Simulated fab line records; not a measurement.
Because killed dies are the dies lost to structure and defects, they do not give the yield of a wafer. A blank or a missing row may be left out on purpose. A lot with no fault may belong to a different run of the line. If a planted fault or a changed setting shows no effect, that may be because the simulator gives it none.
Which tool did it? ; flow nand_harc ; Sampling: 11 lots, 33 wafers, 4 of 1159 route steps

WHAT EACH GAUGE READ, for each wafer
NHARC_A_CONTACT_INSPECT_23.
lot;measured;on;raw_defect_count
L605;day 17 01:57;defect_inspect-02;425 349 446
L604;day 17 11:13;defect_inspect-01;471 434 660
L606;day 18 00:11;defect_inspect-02;385 476 400
L610;day 18 12:41;defect_inspect-01;344 396 350
L613;day 19 01:04;defect_inspect-01;525 279 511
L615;day 19 15:26;defect_inspect-02;438 622 541
L614;day 19 17:02;defect_inspect-02;367 350 429
L623;day 21 20:19;defect_inspect-02;2546 2475 2540
L626;day 22 19:13;defect_inspect-01;2669 2627 2550
L624;day 22 23:31;defect_inspect-02;2742 2688 2625
L627;day 23 07:19;defect_inspect-02;317 449 501

TOOL THAT RAN EACH LOT (tool first, then ch and the chambers of the sampled wafers, then the start)
lot;NHARC_A_CONTACT_ETCH_30;NHARC_A_CONTACT_ETCH_98;NHARC_A_CONTACT_CMP_20
L605;rie_diel-13 ch 0,1, day 17 01:35 or earlier;rie_diel-13 ch 0,1,3, day 17 01:35 or earlier;cmp-02 ch 0,1,2, day 17 01:35
L604;rie_diel-10 ch 0,2, day 17 10:49 or earlier;rie_diel-13 ch 0,1,3, day 17 10:49 or earlier;cmp-02 ch 0,1, day 17 10:49
L606;rie_diel-12 ch 2,3, day 17 23:50 or earlier;rie_diel-10 ch 0,1,3, day 17 23:50 or earlier;cmp-04 ch 0,2,3, day 17 23:50
L610;rie_diel-12 ch 0,1,2, day 18 12:16 or earlier;rie_diel-12 ch 0,1,3, day 18 12:16 or earlier;cmp-03 ch 0,1, day 18 12:16
L613;rie_diel-13 ch 0,1,2, day 18 18:45;rie_diel-10 ch 0,1,3, day 19 00:39 or earlier;cmp-03 ch 0,1,3, day 19 00:39
L615;rie_diel-12 ch 0,2,3, day 19 15:05 or earlier;rie_diel-12 ch 0,1,3, day 19 15:05 or earlier;cmp-03 ch 1,2,3, day 19 15:05
L614;rie_diel-10 ch 0,1,3, day 19 16:40 or earlier;rie_diel-12 ch 1,2,3, day 19 16:40 or earlier;cmp-02 ch 1,2,3, day 19 16:40
L623;rie_diel-12 ch 0,1, day 21 19:54 or earlier;rie_diel-10 ch 1,2,3, day 21 19:54 or earlier;cmp-03 ch 0,1, day 21 19:54
L626;rie_diel-12 ch 0,1,2, day 22 18:50 or earlier;rie_diel-12 ch 1,2,3, day 22 18:50 or earlier;cmp-04 ch 0,1,3, day 22 18:50
L624;rie_diel-10 ch 0,1,2, day 22 23:07 or earlier;rie_diel-12 ch 0,1,2, day 22 23:07 or earlier;cmp-04 ch 0,1,3, day 22 23:07
L627;rie_diel-12 ch 0,1,3, day 23 06:55 or earlier;rie_diel-12 ch 0,1, day 23 06:55 or earlier;cmp-03 ch 0,1,3, day 23 06:55
- NHARC_A_CONTACT_ETCH_30: etches the open film in CF4/CHF3, target depth 60.5 nm, time 30.2 s.
- NHARC_A_CONTACT_ETCH_98: etches the open film in C4F6/O2, target depth 20 nm, time 10 s.
- NHARC_A_CONTACT_CMP_20: polishes, t overpolish 30 s, target thk 300 nm.

THE ANSWER, worked out from the rows above alone
Rule: usual is defined by the lots themselves. Put in order of their means at a reading, lots are off if they are a third of the lots or fewer, leave a main group of 4 or more, and stand apart from it by a gap of 3 or more times the standard deviation of the main group's means; of several such gaps the widest counts. If all means in a main group match to the digits the tables above print for the reading, that group is not used. A lot without any number at a reading at which 4 lots or more have one is off too. The other lots that the step has rows for count as sound.
Off, at NHARC_A_CONTACT_INSPECT_23 on raw_defect_count: L623, L626, L624. Mean 436 and standard deviation 57 in the main group.
If a tool, at a process step before that reading, ran all the lots that are off and no sound lot after the first of them, it fits. The gauges at NHARC_A_CONTACT_INSPECT_23 are tried like those tools. NHARC_A_CONTACT_ETCH_30: start missing for some lots; hours and lot order therefore follow NHARC_A_CONTACT_CMP_20. NHARC_A_CONTACT_ETCH_98: start missing for some lots; hours and lot order therefore follow NHARC_A_CONTACT_CMP_20. Of those tried, none fits.

WHAT THE SIMULATOR HAD INSERTED
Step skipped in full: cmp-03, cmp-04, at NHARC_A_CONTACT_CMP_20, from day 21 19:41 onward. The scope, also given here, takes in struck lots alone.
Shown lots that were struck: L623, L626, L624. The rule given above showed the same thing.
